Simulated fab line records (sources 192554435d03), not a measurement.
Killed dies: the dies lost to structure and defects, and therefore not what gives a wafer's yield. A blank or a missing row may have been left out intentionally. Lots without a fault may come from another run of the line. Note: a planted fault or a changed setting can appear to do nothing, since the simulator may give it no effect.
fab line records ; flow n5Finfet ; part 1 of 2: steps 1 to 22 of 32
record lots=5; wafers=15; lastDay=15
route steps=1938 shown BEOL_M13@1680
lots with no fault: from the same line, run without faults
startH: start of the lot's first displayed wafer, in hours after the record's first day ; waitH: hours from the lot's prior step to this one ; " the same as in the row above ; L1.1+2: a single row standing in for several wafers ; - no value, or no start was given ; * or withheld: withheld ; < > ~ a bound
route shown NAME@n: NAME is a module with steps in the file, n the number in the route of the first one ; usual: mean/standard deviation of fault-free wafers ; same: alike in all rows ; chamber/n: place in a boat ; sites: per-site readings ; _std_site: the standard deviation of these ; _edge_site: inner sites' mean taken away from outer sites' mean ; radiusMm: how far each site lies from the wafer's centre ; mask NAME#n: copy n ; behind: the tool/chamber that last shaped the wafer ; hold: cause of the lot's hold/its duration in hours/its outcome ; device: which transistor (n, p or np) failed to switch ; end of line: the tests these same wafers got at the end of their route ; where a step has no rows: the recipe by itself ; killed: the dies lost at the first sort to structure and to defects; this is not the yield of the wafer ; map: per-die view of a wafer (x killed, . not killed, _ where there is no die)
set.NAME: the setting the step ran with; set.NAME@STEP: the setting that earlier step ran with ; model.NAME: the simulator's own value behind a step, which no gauge read
lots at selected steps of the route; one table per step, one row per wafer
services: from which hour (startH, from the record's first day; less than 0 if before it) a tool's chamber was out of use, for how many hours, and why
## steps
# step N5_BEOL_M13_COAT_65
# recipe resist=SOC; tempC=250; timeS=60; spinRpm=1500; resistThkNm=350
# usual exhaustPa=44.7/0.91
lot.wafer;tool;chamber;startH;waitH;exhaustPa
L076.3;lithoTrack-03;0;266.81;0.0;45.2
L076.5;lithoTrack-03;0;266.81;0.0;45.9
L076.6;lithoTrack-03;0;266.81;0.0;47.1
L079.1;lithoTrack-01;0;283.47;0.0;44.9
L079.5;lithoTrack-01;0;283.47;0.0;44.4
L079.6;lithoTrack-01;0;283.47;0.0;42.7
L083.1;lithoTrack-04;0;314.36;0.0;44.1
L083.2;lithoTrack-04;0;314.36;0.0;45.8
L083.3;lithoTrack-04;0;314.36;0.0;43.9
L086.2;lithoTrack-04;0;322.76;0.0;45.4
L086.3;lithoTrack-04;0;322.76;0.0;43.4
L086.5;lithoTrack-04;0;322.76;0.0;45.1
L085.2;lithoTrack-03;0;328.14;0.0;44.3
L085.3;lithoTrack-03;0;328.14;0.0;44.6
L085.6;lithoTrack-03;0;328.14;0.0;46.0
# step N5_BEOL_M13_COAT_66
# recipe resist=SiARC; tempC=220; timeS=60; spinRpm=1500; resistThkNm=110
# usual exhaustPa=45.2/0.86
lot.wafer;tool;chamber;startH;waitH;exhaustPa
L076.3;lithoTrack-03;0;-;-;43.2
L076.5;lithoTrack-03;0;-;-;46.1
L076.6;lithoTrack-03;0;-;-;45.7
L079.1;lithoTrack-01;0;-;-;46.2
L079.5;lithoTrack-01;0;-;-;45.0
L079.6;lithoTrack-01;0;-;-;45.3
L083.1;lithoTrack-04;0;-;-;45.1
L083.2;lithoTrack-04;0;-;-;46.6
L083.3;lithoTrack-04;0;-;-;45.9
L086.2;lithoTrack-04;0;-;-;46.8
L086.3;lithoTrack-04;0;-;-;46.1
L086.5;lithoTrack-04;0;-;-;46.4
L085.2;lithoTrack-03;0;-;-;45.8
L085.3;lithoTrack-03;0;-;-;45.0
L085.6;lithoTrack-03;0;-;-;45.0
# step N5_BEOL_M13_COAT_22
# recipe spinRpm=2888; resistThkNm=300
# usual exhaustPa=44.9/1
lot.wafer;tool;chamber;startH;waitH;exhaustPa
L076.3;lithoTrack-03;0;-;-;44.5
L076.5;lithoTrack-03;0;-;-;42.4
L076.6;lithoTrack-03;0;-;-;44.6
L079.1;lithoTrack-01;0;-;-;44.8
L079.5;lithoTrack-01;0;-;-;44.0
L079.6;lithoTrack-01;0;-;-;45.0
L083.1;lithoTrack-04;0;-;-;46.9
L083.2;lithoTrack-04;0;-;-;47.3
L083.3;lithoTrack-04;0;-;-;48.9
L086.2;lithoTrack-04;0;-;-;44.8
L086.3;lithoTrack-04;0;-;-;44.1
L086.5;lithoTrack-04;0;-;-;43.9
L085.2;lithoTrack-03;0;-;-;44.1
L085.3;lithoTrack-03;0;-;-;44.6
L085.6;lithoTrack-03;0;-;-;44.7
# step N5_BEOL_M13_EBR_24
# recipe solvent=PGMEA; ebrWidthMm=1.5
# usual exhaustPa=45.0/0.91
lot.wafer;tool;chamber;startH;waitH;exhaustPa
L076.3;lithoTrack-03;0;-;-;44.8
L076.5;lithoTrack-03;0;-;-;44.6
L076.6;lithoTrack-03;0;-;-;44.4
L079.1;lithoTrack-01;0;-;-;44.1
L079.5;lithoTrack-01;0;-;-;45.0
L079.6;lithoTrack-01;0;-;-;44.6
L083.1;lithoTrack-04;0;-;-;45.7
L083.2;lithoTrack-04;0;-;-;44.8
L083.3;lithoTrack-04;0;-;-;45.2
L086.2;lithoTrack-04;0;-;-;44.3
L086.3;lithoTrack-04;0;-;-;45.9
L086.5;lithoTrack-04;0;-;-;44.3
L085.2;lithoTrack-03;0;-;-;43.6
L085.3;lithoTrack-03;0;-;-;44.1
L085.6;lithoTrack-03;0;-;-;43.4
# step N5_BEOL_M13_SOFTBAKE_23
# recipe tempC=130; timeS=60
# usual exhaustPa=45.1/0.96
lot.wafer;tool;chamber;startH;waitH;exhaustPa
L076.3;lithoTrack-03;0;-;-;45.2
L076.5;lithoTrack-03;0;-;-;45.4
L076.6;lithoTrack-03;0;-;-;45.5
L079.1;lithoTrack-01;0;-;-;44.5
L079.5;lithoTrack-01;0;-;-;45.5
L079.6;lithoTrack-01;0;-;-;43.9
L083.1;lithoTrack-04;0;-;-;45.0
L083.2;lithoTrack-04;0;-;-;45.2
L083.3;lithoTrack-04;0;-;-;44.7
L086.2;lithoTrack-04;0;-;-;46.3
L086.3;lithoTrack-04;0;-;-;45.5
L086.5;lithoTrack-04;0;-;-;46.2
L085.2;lithoTrack-03;0;-;-;43.8
L085.3;lithoTrack-03;0;-;-;44.6
L085.6;lithoTrack-03;0;-;-;44.8
# step N5_BEOL_M13_EXPOSE_25
# recipe maskId=M13; na=0.93; sourceShape=conventional; sigmaOuter=0.4; polarization=unpolarized; targetCdNm=210; doseMj=22
lot.wafer;tool;chamber;startH;waitH;mask
L076.3+5+6;krfScanner-02;0;266.93;-;M13#0
L079.1+5+6;krfScanner-01;0;283.59;-;M13#0
L083.1+2+3;krfScanner-02;0;314.48;-;M13#0
L086.2+3+5;krfScanner-01;0;323.01;-;M13#0
L085.2+3+6;krfScanner-01;0;328.26;-;M13#0
# step N5_BEOL_M13_PEB_26
# recipe pebTempC=130; pebTimeS=90
# usual exhaustPa=44.9/0.88
lot.wafer;tool;chamber;startH;waitH;exhaustPa
L076.3;lithoTrack-03;0;266.98;0.0;44.0
L076.5;lithoTrack-03;0;266.98;0.0;43.7
L076.6;lithoTrack-03;0;266.98;0.0;44.7
L079.1;lithoTrack-03;0;283.65;0.1;43.6
L079.5;lithoTrack-03;0;283.65;0.1;45.0
L079.6;lithoTrack-03;0;283.65;0.1;44.9
L083.1;lithoTrack-01;0;314.54;0.1;45.8
L083.2;lithoTrack-01;0;314.54;0.1;44.7
L083.3;lithoTrack-01;0;314.54;0.1;44.9
L086.2;lithoTrack-01;0;323.06;0.0;46.2
L086.3;lithoTrack-01;0;323.06;0.0;45.8
L086.5;lithoTrack-01;0;323.06;0.0;45.1
L085.2;lithoTrack-03;0;328.31;0.0;44.1
L085.3;lithoTrack-03;0;328.31;0.0;44.4
L085.6;lithoTrack-03;0;328.31;0.0;44.1
# step N5_BEOL_M13_DEVELOP_27
# recipe developTimeS=45; rinseLiquid=diw; dry=airSpin; devTempC=21
# usual exhaustPa=44.9/0.86
lot.wafer;tool;chamber;startH;waitH;exhaustPa
L076.3;lithoTrack-03;0;-;-;46.5
L076.5;lithoTrack-03;0;-;-;46.1
L076.6;lithoTrack-03;0;-;-;45.9
L079.1;lithoTrack-03;0;-;-;42.3
L079.5;lithoTrack-03;0;-;-;42.8
L079.6;lithoTrack-03;0;-;-;42.9
L083.1;lithoTrack-01;0;-;-;45.4
L083.2;lithoTrack-01;0;-;-;45.4
L083.3;lithoTrack-01;0;-;-;44.9
L086.2;lithoTrack-01;0;-;-;43.7
L086.3;lithoTrack-01;0;-;-;45.1
L086.5;lithoTrack-01;0;-;-;44.4
L085.2;lithoTrack-03;0;-;-;45.6
L085.3;lithoTrack-03;0;-;-;44.6
L085.6;lithoTrack-03;0;-;-;46.0
# step N5_BEOL_M13_HARDBAKE_32
# recipe tempC=130; timeS=120
# usual exhaustPa=45.2/0.93
lot.wafer;tool;chamber;startH;waitH;exhaustPa
L076.3;lithoTrack-03;0;-;-;44.7
L076.5;lithoTrack-03;0;-;-;46.6
L076.6;lithoTrack-03;0;-;-;47.0
L079.1;lithoTrack-03;0;-;-;44.3
L079.5;lithoTrack-03;0;-;-;44.7
L079.6;lithoTrack-03;0;-;-;44.1
L083.1;lithoTrack-01;0;-;-;43.8
L083.2;lithoTrack-01;0;-;-;44.7
L083.3;lithoTrack-01;0;-;-;43.4
L086.2;lithoTrack-01;0;-;-;45.4
L086.3;lithoTrack-01;0;-;-;46.5
L086.5;lithoTrack-01;0;-;-;45.6
L085.2;lithoTrack-03;0;-;-;45.5
L085.3;lithoTrack-03;0;-;-;45.7
L085.6;lithoTrack-03;0;-;-;44.5
# step N5_BEOL_M13_CD_MEAS_28
# recipe targetCdNm=209.5; landingEnergyEv=500; detector=seInlens
# usual cdNm=209.5/1.2
lot.wafer;tool;chamber;startH;waitH;cdNm
L076.3;cdSem-02;0;267.10;-;209.4
L076.5;cdSem-02;0;267.10;-;208.7
L076.6;cdSem-02;0;267.10;-;208.3
L079.1;cdSem-02;0;283.77;-;209.1
L079.5;cdSem-02;0;283.77;-;208.8
L079.6;cdSem-02;0;283.77;-;209.1
L083.1;cdSem-01;0;314.65;-;210.1
L083.2;cdSem-01;0;314.65;-;209.5
L083.3;cdSem-01;0;314.65;-;209.7
L086.2;cdSem-03;0;323.17;-;210.4
L086.3;cdSem-03;0;323.17;-;208.8
L086.5;cdSem-03;0;323.17;-;209.4
L085.2;cdSem-02;0;328.43;-;209.9
L085.3;cdSem-02;0;328.43;-;208.7
L085.6;cdSem-02;0;328.43;-;211.1
# step N5_BEOL_M13_OVL_MEAS_29
# recipe pointsPerWafer=44
# usual M13_OVL=3/5.4
lot.wafer;tool;chamber;startH;waitH;M13_OVL[nm]
L076.3;overlay-02;0;267.13;0.0;1
L076.5;overlay-02;0;267.13;0.0;11
L076.6;overlay-02;0;267.13;0.0;-2
L079.1;overlay-02;0;283.80;0.0;8
L079.5;overlay-02;0;283.80;0.0;8
L079.6;overlay-02;0;283.80;0.0;0
L083.1;overlay-02;0;314.68;0.0;4
L083.2;overlay-02;0;314.68;0.0;6
L083.3;overlay-02;0;314.68;0.0;14
L086.2;overlay-01;0;323.20;0.0;5
L086.3;overlay-01;0;323.20;0.0;2
L086.5;overlay-01;0;323.20;0.0;1
L085.2;overlay-02;0;328.46;0.0;4
L085.3;overlay-02;0;328.46;0.0;6
L085.6;overlay-02;0;328.46;0.0;-2
# step N5_BEOL_M13_INSPECT_30
# recipe mode=adi; inspectInstrument=macro
# usual rawDefectCount=2.0/1.4
lot.wafer;tool;chamber;startH;waitH;rawDefectCount
L076.3;defectInspect-02;-;267.15;0.0;1
L076.5;defectInspect-02;-;267.15;0.0;2
L076.6;defectInspect-02;-;267.15;0.0;6
L079.1;defectInspect-01;-;283.82;0.0;4
L079.5;defectInspect-01;-;283.82;0.0;1
L079.6;defectInspect-01;-;283.82;0.0;2
L083.1;defectInspect-01;-;314.71;0.0;0
L083.2;defectInspect-01;-;314.71;0.0;0
L083.3;defectInspect-01;-;314.71;0.0;3
L086.2;defectInspect-01;-;323.23;0.0;1
L086.3;defectInspect-01;-;323.23;0.0;1
L086.5;defectInspect-01;-;323.23;0.0;3
L085.2;defectInspect-02;-;328.48;0.0;5
L085.3;defectInspect-02;-;328.48;0.0;0
L085.6;defectInspect-02;-;328.48;0.0;0
# step N5_BEOL_M13_DESCUM_33
# recipe chemistry=O2; timeS=7.9; sourcePowerW=50; biasPowerW=20; pressureMtorr=20; rfFrequencyHz=2.712e+07; tempC=40; o2FlowSccm=225
# usual drypumpMotorCurrentA=5.8/0.41; oesProductAu=0.79/0.072; rfVppV=242.7/1.6; showerheadPlenumPTorr=2.07/0.079; throttleValvePct=20.49/0.25
lot.wafer;tool;chamber;startH;waitH;drypumpMotorCurrentA;oesProductAu;rfHoursCounterH;rfVppV;showerheadPlenumPTorr;throttleValvePct
L076.3;rieDiel-02;1;267.30;0.1;5.2;0.87;48;242.4;2.04;20.08
L076.5;rieDiel-02;0;267.30;0.1;5.0;0.76;-;240.0;1.92;20.60
L076.6;rieDiel-02;3;267.30;0.1;5.4;0.71;-;242.4;2.09;20.57
L079.1;rieDiel-04;0;283.86;0.0;6.4;0.74;144;239.0;1.93;20.58
L079.5;rieDiel-04;0;283.86;0.0;6.3;0.75;-;240.3;1.93;20.60
L079.6;rieDiel-04;3;283.86;0.0;6.0;0.90;-;242.0;2.05;20.37
L083.1;rieDiel-03;1;314.92;0.2;5.8;0.88;40;244.4;2.13;20.29
L083.2;rieDiel-03;3;314.92;0.2;6.3;0.78;142;245.1;2.18;20.50
L083.3;rieDiel-03;0;314.92;0.2;5.4;0.70;223;241.9;2.09;21.05
L086.2;rieDiel-03;1;323.26;0.0;5.8;0.88;42;244.8;2.13;20.32
L086.3;rieDiel-03;0;323.26;0.0;5.4;0.70;225;244.0;2.09;21.05
L086.5;rieDiel-03;0;323.26;0.0;5.4;0.70;-;243.1;2.09;21.05
L085.2;rieDiel-04;0;328.52;0.0;6.4;0.74;158;240.8;1.92;20.61
L085.3;rieDiel-04;2;328.52;0.0;5.5;0.90;39;244.7;2.16;20.53
L085.6;rieDiel-04;2;328.52;0.0;5.5;0.88;-;243.8;2.16;20.52
# step N5_BEOL_M13_ETCH_67
# recipe chemistry=CF4; target=SiARC; targetDepthA=1430; timeS=238.3; ionEnergyEv=80; pressureMtorr=40; sourceW=545; biasW=36; Ar_flow_sccm=100; cf4FlowSccm=100; ends=cleared
# usual drypumpMotorCurrentA=5.8/0.41; etchRfOnTimeS=237/5.2; oesProductAu=0.68/0.059; rfVppV=183.9/1.2; showerheadPlenumPTorr=2.12/0.075; throttleValvePct=15.67/0.24
lot.wafer;tool;chamber;startH;waitH;drypumpMotorCurrentA;etchRfOnTimeS;oesProductAu;rfHoursCounterH;rfVppV;showerheadPlenumPTorr;throttleValvePct
L076.3;rieDiel-02;1;267.33;0.0;5.2;234;0.73;48;183.4;2.09;15.23
L076.5;rieDiel-02;0;267.33;0.0;5.0;236;0.65;-;181.8;1.98;15.78
L076.6;rieDiel-02;3;267.33;0.0;5.4;242;0.60;-;184.0;2.13;15.72
L079.1;rieDiel-04;0;283.89;0.0;6.3;248;0.65;144;181.9;2.00;15.82
L079.5;rieDiel-04;0;283.89;0.0;6.3;247;0.64;-;181.4;2.00;15.81
L079.6;rieDiel-04;3;283.89;0.0;6.0;234;0.76;-;184.1;2.09;15.46
L083.1;rieDiel-03;1;314.95;0.0;5.8;228;0.76;40;184.8;2.18;15.45
L083.2;rieDiel-03;3;314.95;0.0;6.3;235;0.67;142;185.4;2.24;15.76
L083.3;rieDiel-03;0;314.95;0.0;5.4;235;0.60;223;184.4;2.13;16.12
L086.2;rieDiel-03;1;323.29;0.0;5.8;227;0.76;42;184.3;2.18;15.45
L086.3;rieDiel-03;0;323.29;0.0;5.4;236;0.60;225;183.9;2.13;16.14
L086.5;rieDiel-03;0;323.29;0.0;5.4;236;0.60;-;182.6;2.13;16.13
L085.2;rieDiel-04;0;328.56;0.0;6.3;244;0.63;158;181.2;1.99;15.86
L085.3;rieDiel-04;2;328.56;0.0;5.5;237;0.74;39;183.2;2.19;15.53
L085.6;rieDiel-04;2;328.56;0.0;5.5;239;0.74;-;184.2;2.19;15.52
# step N5_BEOL_M13_ETCH_68
# recipe chemistry=N2/H2; target=SOC; maskMaterial=SiARC; sourceW=3000; biasW=350; tempC=40; timeS=355; ionEnergyEv=200; pressureMtorr=30; n2FlowSccm=200; h2FlowSccm=200
# usual drypumpMotorCurrentA=5.8/0.41; oesProductAu=0.79/0.07; rfVppV=523.1/2.8; showerheadPlenumPTorr=2.52/0.096; throttleValvePct=17.81/0.21
lot.wafer;tool;chamber;startH;waitH;drypumpMotorCurrentA;oesProductAu;rfHoursCounterH;rfVppV;showerheadPlenumPTorr;throttleValvePct
L076.3;rieDiel-02;0;267.48;0.1;5.0;0.75;173;516.8;2.35;18.00
L076.5;rieDiel-02;0;267.48;0.1;5.0;0.76;-;519.3;2.35;18.00
L076.6;rieDiel-02;1;267.48;0.1;5.2;0.86;-;522.0;2.48;17.52
L079.1;rieDiel-04;0;284.04;0.1;6.3;0.75;144;518.0;2.33;17.85
L079.5;rieDiel-04;0;284.04;0.1;6.4;0.74;-;517.1;2.33;17.86
L079.6;rieDiel-04;3;284.04;0.1;6.1;0.90;-;522.6;2.48;17.58
L083.1;rieDiel-03;1;315.10;0.1;5.8;0.87;40;525.8;2.60;17.76
L083.2;rieDiel-03;3;315.10;0.1;6.3;0.77;142;527.2;2.65;17.78
L083.3;rieDiel-03;0;315.10;0.1;5.4;0.70;223;522.1;2.51;18.30
L086.2;rieDiel-03;1;323.44;0.1;5.8;0.86;42;524.9;2.60;17.76
L086.3;rieDiel-03;0;323.44;0.1;5.4;0.69;225;523.7;2.51;18.28
L086.5;rieDiel-03;0;323.44;0.1;5.4;0.69;-;523.0;2.51;18.27
L085.2;rieDiel-04;0;328.70;0.1;6.3;0.74;158;518.3;2.33;17.87
L085.3;rieDiel-04;2;328.70;0.1;5.5;0.89;39;524.3;2.58;17.63
L085.6;rieDiel-04;2;328.70;0.1;5.5;0.89;-;526.0;2.58;17.64
# step N5_BEOL_M13_STRIP_69
# recipe chemistry=N2/H2; tempC=40; n2FlowSccm=200; h2FlowSccm=200; rfFrequencyHz=6e+07
lot.wafer;tool;chamber;startH;waitH
L076.3+5+6;rieDiel-02;1,1,0;267.80;0.2
L079.1+5+6;rieDiel-04;0,0,3;284.25;0.1
L083.1+2+3;rieDiel-03;1,3,0;315.31;0.1
L086.2+3+5;rieDiel-03;1,0,0;323.65;0.1
L085.2+3+6;rieDiel-04;0,2,2;328.91;0.1
# step N5_BEOL_M13_TRENCH_ETCH_34
# recipe chemistry=C4F8/O2/Ar; target=SiOC; targetDepthA=4134.7; maskMaterial=SOC; pressureMtorr=30; sourceW=3000; biasW=700; Ar_flow_sccm=400; C4F8_flow_sccm=15; O2_flow_sccm=8; heInnerTorr=15; heOuterTorr=30; timeS=162.6; ionEnergyEv=250
# usual drypumpMotorCurrentA=5.8/0.42; oesProductAu=0.79/0.069; rfVppV=664/3.5; showerheadPlenumPTorr=3.39/0.12; throttleValvePct=24.28/0.22
lot.wafer;tool;chamber;startH;waitH;drypumpMotorCurrentA;oesProductAu;rfHoursCounterH;rfVppV;showerheadPlenumPTorr;throttleValvePct
L076.3;rieDiel-02;1;267.88;0.1;5.2;0.85;-;663;3.34;23.88
L076.5;rieDiel-02;1;267.88;0.1;5.2;0.86;-;664;3.34;23.88
L076.6;rieDiel-02;0;267.88;0.1;5.0;0.76;-;658;3.16;24.37
L079.1;rieDiel-04;0;284.26;0.0;6.3;0.75;144;659;3.19;24.46
L079.5;rieDiel-04;0;284.26;0.0;6.4;0.75;-;657;3.19;24.46
L079.6;rieDiel-04;3;284.26;0.0;6.0;0.88;-;663;3.35;24.15
L083.1;rieDiel-03;1;315.32;0.0;5.8;0.88;40;667;3.49;24.16
L083.2;rieDiel-03;3;315.32;0.0;6.3;0.77;142;668;3.58;24.44
L083.3;rieDiel-03;0;315.32;0.0;5.4;0.70;223;664;3.39;24.70
L086.2;rieDiel-03;1;323.66;0.0;5.8;0.87;42;667;3.49;24.19
L086.3;rieDiel-03;0;323.66;0.0;5.4;0.70;225;664;3.39;24.69
L086.5;rieDiel-03;0;323.66;0.0;5.4;0.71;-;664;3.39;24.71
L085.2;rieDiel-04;0;328.92;0.0;6.3;0.73;158;659;3.18;24.47
L085.3;rieDiel-04;2;328.92;0.0;5.5;0.88;40;667;3.48;24.15
L085.6;rieDiel-04;2;328.92;0.0;5.5;0.89;-;666;3.48;24.17
# step N5_BEOL_M13_STRIP_70
# recipe chemistry=C4F8/O2/Ar; resist=SiARC; rfFrequencyHz=6e+07
lot.wafer;tool;chamber;startH;waitH
L076.3+5+6;rieDiel-02;1,1,0;268.02;0.1
L079.1+5+6;rieDiel-04;0,0,3;284.39;0.1
L083.1+2+3;rieDiel-03;1,3,0;315.46;0.1
L086.2+3+5;rieDiel-03;1,0,0;323.80;0.1
L085.2+3+6;rieDiel-04;0,2,2;329.06;0.1
# step N5_BEOL_M13_OCD_MEAS_35
# usual trenchDepthNm=414/6.8
lot.wafer;tool;chamber;startH;waitH;trenchDepthNm
L076.3;ocd-02;-;268.06;0.0;421
L076.5;ocd-02;-;268.06;0.0;421
L076.6;ocd-02;-;268.06;0.0;416
L079.1;ocd-02;-;284.43;0.0;397
L079.5;ocd-02;-;284.43;0.0;402
L079.6;ocd-02;-;284.43;0.0;418
L083.1;ocd-01;-;315.50;0.0;419
L083.2;ocd-01;-;315.50;0.0;408
L083.3;ocd-01;-;315.50;0.0;406
L086.2;ocd-02;-;323.84;0.0;422
L086.3;ocd-02;-;323.84;0.0;410
L086.5;ocd-02;-;323.84;0.0;416
L085.2;ocd-02;-;329.10;0.0;402
L085.3;ocd-02;-;329.10;0.0;420
L085.6;ocd-02;-;329.10;0.0;419
# step N5_BEOL_M13_STRIP_37
# recipe chemistry=N2/H2; powerW=1000; tempC=250; h2Frac=0.65; overashFraction=0.3; pressureMtorr=withheld; n2FlowSccm=1750; h2FlowSccm=3250
# usual drypumpMotorCurrentA=5.8/0.32; heaterPowerW=354/35; oesProductAu=0.785/0.011
lot.wafer;tool;chamber;startH;waitH;drypumpMotorCurrentA;heaterPowerW;oesProductAu;rfHoursCounterH
L076.3;plasmaAsher-02;0;268.12;0.1;5.5;366;0.795;-
L076.5;plasmaAsher-02;0;268.12;0.1;5.5;368;0.788;-
L076.6;plasmaAsher-02;1;268.12;0.1;5.9;366;0.771;-
L079.1;plasmaAsher-02;0;284.47;0.0;5.5;376;0.790;77
L079.5;plasmaAsher-02;0;284.47;0.0;5.6;373;0.793;-
L079.6;plasmaAsher-02;1;284.47;0.0;6.0;376;0.774;-
L083.1;plasmaAsher-01;0;315.54;0.0;5.3;305;0.773;137
L083.2;plasmaAsher-01;1;315.54;0.0;6.1;392;0.795;137
L083.3;plasmaAsher-01;1;315.54;0.0;6.2;384;0.788;-
L086.2;plasmaAsher-02;0;323.88;0.0;5.5;369;0.810;84
L086.3;plasmaAsher-02;1;323.88;0.0;6.0;375;0.789;-
L086.5;plasmaAsher-02;0;323.88;0.0;5.5;363;0.795;-
L085.2;plasmaAsher-01;0;329.14;0.0;5.3;300;0.771;140
L085.3;plasmaAsher-01;0;329.14;0.0;5.4;297;0.779;-
L085.6;plasmaAsher-01;0;329.14;0.0;5.3;305;0.771;-
# step N5_BEOL_M13_ETCH_38
# recipe chemistry=CF4/N2; target=SiCN; targetDepthA=675; taperDeg=2; timeS=71.9; ionEnergyEv=150; maskMaterial=SiO2; pressureMtorr=40; sourceW=430; biasW=70; Ar_flow_sccm=100; cf4FlowSccm=60; n2FlowSccm=60
# usual drypumpMotorCurrentA=5.7/0.4; oesProductAu=0.80/0.086; rfVppV=381.6/1.9; showerheadPlenumPTorr=2.18/0.074; throttleValvePct=15.45/0.26
lot.wafer;tool;chamber;startH;waitH;drypumpMotorCurrentA;oesProductAu;rfHoursCounterH;rfVppV;showerheadPlenumPTorr;throttleValvePct
L076.3;rieDiel-03;3;274.33;-;6.3;0.79;130;384.4;2.31;15.58
L076.5;rieDiel-03;3;274.33;-;6.3;0.78;-;384.1;2.31;15.57
L076.6;rieDiel-03;2;274.33;-;5.7;0.81;-;382.4;2.22;15.45
L079.1;rieDiel-04;3;289.51;-;6.0;0.87;38;381.2;2.16;15.29
L079.5;rieDiel-04;1;289.51;-;6.2;0.78;-;381.7;2.22;15.44
L079.6;rieDiel-04;0;289.51;-;6.4;0.74;-;378.2;2.05;15.61
L083.1;rieDiel-02;3;317.36;-;5.5;0.70;204;381.7;2.19;15.55
L083.2;rieDiel-02;1;317.36;-;5.2;0.83;67;380.0;2.14;15.11
L083.3;rieDiel-02;0;317.36;-;5.0;0.76;191;378.2;2.03;15.67
L086.2;rieDiel-03;2;326.94;-;5.7;0.79;99;383.3;2.22;15.49
L086.3;rieDiel-03;0;326.94;-;5.4;0.69;226;380.8;2.19;15.98
L086.5;rieDiel-03;2;326.94;-;5.7;0.79;-;382.2;2.22;15.47
L085.2;rieDiel-02;2;329.35;-;5.7;0.97;15;381.8;2.17;15.06
L085.3;rieDiel-02;3;329.35;-;5.5;0.70;207;380.8;2.18;15.57
L085.6;rieDiel-02;2;329.35;-;5.8;0.95;-;380.8;2.17;15.07
# step N5_BEOL_M13_PRECLEAN_39
# recipe chemistry=residueRemover; timeS=60; tempC=40
lot.wafer;tool;chamber;startH;waitH
L076.3+5+6;wetBench-04;4,2,6;274.46;0.1
L079.1+5+6;wetBench-04;6,4,3;289.64;0.1
L083.1+2+3;wetBench-04;7,5,6;317.49;0.1
L086.2+3+5;wetBench-02;3,7,4;327.07;0.1
L085.2+3+6;wetBench-03;0,3,1;329.48;0.1
